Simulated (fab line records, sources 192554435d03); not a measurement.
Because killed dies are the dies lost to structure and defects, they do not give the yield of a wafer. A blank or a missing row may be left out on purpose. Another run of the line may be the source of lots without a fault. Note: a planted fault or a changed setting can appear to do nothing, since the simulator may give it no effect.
Matching of chambers :: flow n5_finfet :: rie_diel-01 running N5_BEOL_M5_ETCH_72: 4 sister chambers
The step etches underlayer in N2/H2, target depth 6.5 nm, time 5.2 s. 14 wafers are shown with their chamber, then 7 later ones without.

== WAFERS WITH THEIR CHAMBER ==
wafer: L077.1
chamber: 3
showerhead_plenum_p_Torr (Torr): 2.47
drypump_motor_current_A (A): 4.7
throttle_valve_pct (%): 17.68

wafer: L077.2
chamber: 2
showerhead_plenum_p_Torr (Torr): 2.48
drypump_motor_current_A (A): 4.9
throttle_valve_pct (%): 17.69

wafer: L077.5
chamber: 3
showerhead_plenum_p_Torr (Torr): 2.47
drypump_motor_current_A (A): 4.7
throttle_valve_pct (%): 17.64

wafer: L083.3
chamber: 0
showerhead_plenum_p_Torr (Torr): 2.65
drypump_motor_current_A (A): 5.8
throttle_valve_pct (%): 18.14

wafer: L083.4
chamber: 3
showerhead_plenum_p_Torr (Torr): 2.46
drypump_motor_current_A (A): 4.7
throttle_valve_pct (%): 17.67

wafer: L083.5
chamber: 0
showerhead_plenum_p_Torr (Torr): 2.64
drypump_motor_current_A (A): 5.7
throttle_valve_pct (%): 18.14

wafer: L088.1
chamber: 2
showerhead_plenum_p_Torr (Torr): 2.47
drypump_motor_current_A (A): 5.0
throttle_valve_pct (%): 17.73

wafer: L088.4
chamber: 1
showerhead_plenum_p_Torr (Torr): 2.43
drypump_motor_current_A (A): 5.8
throttle_valve_pct (%): 17.61

wafer: L088.5
chamber: 0
showerhead_plenum_p_Torr (Torr): 2.64
drypump_motor_current_A (A): 5.7
throttle_valve_pct (%): 18.16

wafer: L089.1
chamber: 0
showerhead_plenum_p_Torr (Torr): 2.64
drypump_motor_current_A (A): 5.7
throttle_valve_pct (%): 18.17

wafer: L089.3
chamber: 3
showerhead_plenum_p_Torr (Torr): 2.46
drypump_motor_current_A (A): 4.7
throttle_valve_pct (%): 17.70

wafer: L089.6
chamber: 0
showerhead_plenum_p_Torr (Torr): 2.64
drypump_motor_current_A (A): 5.7
throttle_valve_pct (%): 18.18

wafer: L095.1
chamber: 0
showerhead_plenum_p_Torr (Torr): 2.64
drypump_motor_current_A (A): 5.8
throttle_valve_pct (%): 18.19

wafer: L095.4
chamber: 0
showerhead_plenum_p_Torr (Torr): 2.63
drypump_motor_current_A (A): 5.8
throttle_valve_pct (%): 18.20

SIGNATURES (averages over the wafers above)
reading: showerhead_plenum_p_Torr
chamber 0: 2.6400
chamber 1: 2.4300
chamber 2: 2.4750
chamber 3: 2.4650
scatter within a chamber: 0.00592

reading: drypump_motor_current_A
chamber 0: 5.743
chamber 1: 5.800
chamber 2: 4.950
chamber 3: 4.700
scatter within a chamber: 0.0471

reading: throttle_valve_pct
chamber 0: 18.1686
chamber 1: 17.6100
chamber 2: 17.7100
chamber 3: 17.6725
scatter within a chamber: 0.0244
Rule: distance of a wafer from a chamber = root of the sum over the readings of ((wafer's reading minus chamber's mean) / reading's scatter) squared. If the next closest chamber is less than 2 further off than the closest, the wafer can't be placed; otherwise it belongs to the closest. The scatter: the root of (the sum of the squares of (reading less its chamber's mean) over the shown wafers, divided by (wafers less chambers)).

== WAFERS MISSING THEIR CHAMBER ==
wafer: L095.5
showerhead_plenum_p_Torr (Torr): 2.43
drypump_motor_current_A (A): 5.8
throttle_valve_pct (%): 17.66

wafer: L093.3
showerhead_plenum_p_Torr (Torr): 2.63
drypump_motor_current_A (A): 5.7
throttle_valve_pct (%): 18.21

wafer: L093.4
showerhead_plenum_p_Torr (Torr): 2.63
drypump_motor_current_A (A): 5.7
throttle_valve_pct (%): 18.21

wafer: L093.6
showerhead_plenum_p_Torr (Torr): 2.42
drypump_motor_current_A (A): 5.8
throttle_valve_pct (%): 17.65

wafer: L096.3
showerhead_plenum_p_Torr (Torr): 2.42
drypump_motor_current_A (A): 5.7
throttle_valve_pct (%): 17.69

wafer: L096.4
showerhead_plenum_p_Torr (Torr): 2.45
drypump_motor_current_A (A): 4.7
throttle_valve_pct (%): 17.72

wafer: L096.6
showerhead_plenum_p_Torr (Torr): 2.45
drypump_motor_current_A (A): 4.7
throttle_valve_pct (%): 17.71

== WHICH CHAMBER EACH ONE RAN IN ==
wafer: L095.5
from the rows above: 1
in truth: 1

wafer: L093.3
from the rows above: 0
in truth: 0

wafer: L093.4
from the rows above: 0
in truth: 0

wafer: L093.6
from the rows above: 1
in truth: 1

wafer: L096.3
from the rows above: 1
in truth: 1

wafer: L096.4
from the rows above: 3
in truth: 3

wafer: L096.6
from the rows above: 3
in truth: 3
Correctly placed: 7 of 7. Number that these rows cannot place: 0. Number placed wrongly: 0.
